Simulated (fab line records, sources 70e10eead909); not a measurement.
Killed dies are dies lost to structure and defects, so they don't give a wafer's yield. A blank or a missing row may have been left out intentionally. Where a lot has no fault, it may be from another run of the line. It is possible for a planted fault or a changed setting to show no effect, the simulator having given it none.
Matching of chambers | flow nand_harc | NHARC_A_STAIRCASE_CMP_472 on cmp-02 has 4 sister chambers
The step polishes SiO2. 27 wafers are shown with their chamber, then 12 later ones without.

## WAFERS PAIRED WITH THEIR CHAMBERS
wafer  | chamber | motor_current_A (A)
L077.3 | 1       | 13.6
L077.5 | 3       | 13.9
L077.6 | 2       | 11.5
L074.1 | 0       | 10.1
L074.5 | 0       | 11.0
L074.6 | 1       | 13.5
L074.2 | 2       | 12.0
L074.3 | 3       | 13.1
L074.4 | 1       | 14.3
L079.3 | 0       | 10.2
L079.4 | 1       | 13.5
L079.6 | 1       | 13.6
L082.1 | 3       | 13.7
L082.3 | 1       | 13.7
L082.6 | 2       | 11.5
L083.1 | 2       | 11.5
L083.3 | 1       | 12.7
L083.4 | 3       | 12.3
L085.3 | 0       | 10.7
L085.5 | 2       | 12.4
L085.6 | 1       | 14.5
L089.1 | 3       | 12.8
L089.2 | 2       | 11.5
L089.4 | 0       | 10.5
L089.3 | 1       | 13.9
L089.5 | 0       | 9.6
L089.6 | 3       | 13.5

SIGNATURES, as means of the wafers listed above
reading         | chamber 0 | chamber 1 | chamber 2 | chamber 3 | scatter within a chamber
motor_current_A | 10.350    | 13.700    | 11.733    | 13.217    | 0.506
Rule: for each reading, subtract the chamber's mean from the wafer's reading, divide by that reading's scatter and square the result; add these up over the readings and take the root, which gives the wafer's distance from the chamber. If the next closest chamber is less than 2 further off than the closest, the wafer can't be placed; otherwise it belongs to the closest. How the scatter is found: for the shown wafers, subtract from each reading the mean of its chamber, square and add these, divide the total by (wafers less chambers), then take the root.

## WAFERS WHOSE CHAMBER IS MISSING
wafer  | motor_current_A (A)
L095.1 | 13.6
L095.3 | 10.4
L095.4 | 12.0
L094.1 | 12.7
L094.2 | 13.6
L094.4 | 12.5
L096.2 | 13.3
L096.4 | 12.1
L096.6 | 11.6
L096.1 | 10.9
L096.3 | 13.6
L096.5 | 13.3

## EACH ONE'S CHAMBER
wafer  | from the rows above          | in truth
L095.1 | can't be placed: 1 or 3      | 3
L095.3 | 0                            | 0
L095.4 | can't be placed: 2 or 3      | 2
L094.1 | can't be placed: 3 or 2 or 1 | 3
L094.2 | can't be placed: 1 or 3      | 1
L094.4 | can't be placed: 3 or 2 or 1 | 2
L096.2 | can't be placed: 3 or 1      | 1
L096.4 | can't be placed: 2 or 3      | 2
L096.6 | 2                            | 2
L096.1 | can't be placed: 0 or 2      | 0
L096.3 | can't be placed: 1 or 3      | 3
L096.5 | can't be placed: 3 or 1      | 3
2 of 12 placed correctly. Not placeable from these rows: 10 (in 10, the candidates include the true chamber). Placed wrongly: 0.
